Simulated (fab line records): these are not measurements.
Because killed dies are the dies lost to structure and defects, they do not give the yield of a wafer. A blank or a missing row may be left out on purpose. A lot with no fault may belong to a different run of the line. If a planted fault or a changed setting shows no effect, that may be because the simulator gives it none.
Matching of chambers | flow n5Finfet | N5_BEOL_M6_ALD_77 on aldMetal-04: 4 sister chambers
The step deposits TaN, target thk 2 nm, pulse time 2 s, purge time 3 s. 8 wafers are shown with their chamber, then 10 later ones without.

== WAFERS PAIRED WITH THEIR CHAMBERS ==
wafer  | chamber | heaterPowerW (W) | precursorVesselTempC (C)
L077.5 | 0       | 426              | 74.92
L082.1 | 0       | 429              | 75.19
L082.5 | 1       | 399              | 75.17
L083.1 | 1       | 397              | 74.99
L087.3 | 2       | 395              | 75.01
L087.5 | 3       | 439              | 74.74
L089.2 | 3       | 440              | 75.09
L089.3 | 2       | 400              | 74.91

== WAFERS MISSING THEIR CHAMBER ==
wafer  | heaterPowerW (W) | precursorVesselTempC (C)
L089.5 | 416              | 75.14
L091.1 | 428              | 75.03
L091.2 | 404              | 75.07
L091.3 | 434              | 74.89
L093.2 | 419              | 74.86
L093.3 | 399              | 75.02
L093.4 | 440              | 74.89
L096.1 | 432              | 75.06
L096.2 | 409              | 75.01
L096.4 | 428              | 75.02

== WHICH CHAMBER EACH ONE RAN IN ==
wafer  | from the rows above     | in truth
L089.5 | 0                       | 0
L091.1 | 0                       | 0
L091.2 | can't be placed: 1 or 2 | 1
L091.3 | can't be placed: 3 or 0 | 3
L093.2 | 0                       | 0
L093.3 | can't be placed: 1 or 2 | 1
L093.4 | 3                       | 3
L096.1 | can't be placed: 0 or 3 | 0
L096.2 | can't be placed: 1 or 2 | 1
L096.4 | 0                       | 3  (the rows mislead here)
Correct placement for 4 of the 10. These rows do not allow placing 5 (true chamber among the candidates in 5). 1 placed wrongly.
How it was worked out, from the rows above alone: a wafer's distance from a chamber is the root of the sum, over the readings, of the square of ((its reading less the chamber's mean) divided by the reading's scatter). If the next closest chamber is less than 2 further off than the closest, the wafer can't be placed; otherwise it belongs to the closest. The mean given for a chamber averages the wafers shown for that chamber. The scatter: the root of (the sum of the squares of (reading less its chamber's mean) over the shown wafers, divided by (wafers less chambers)).
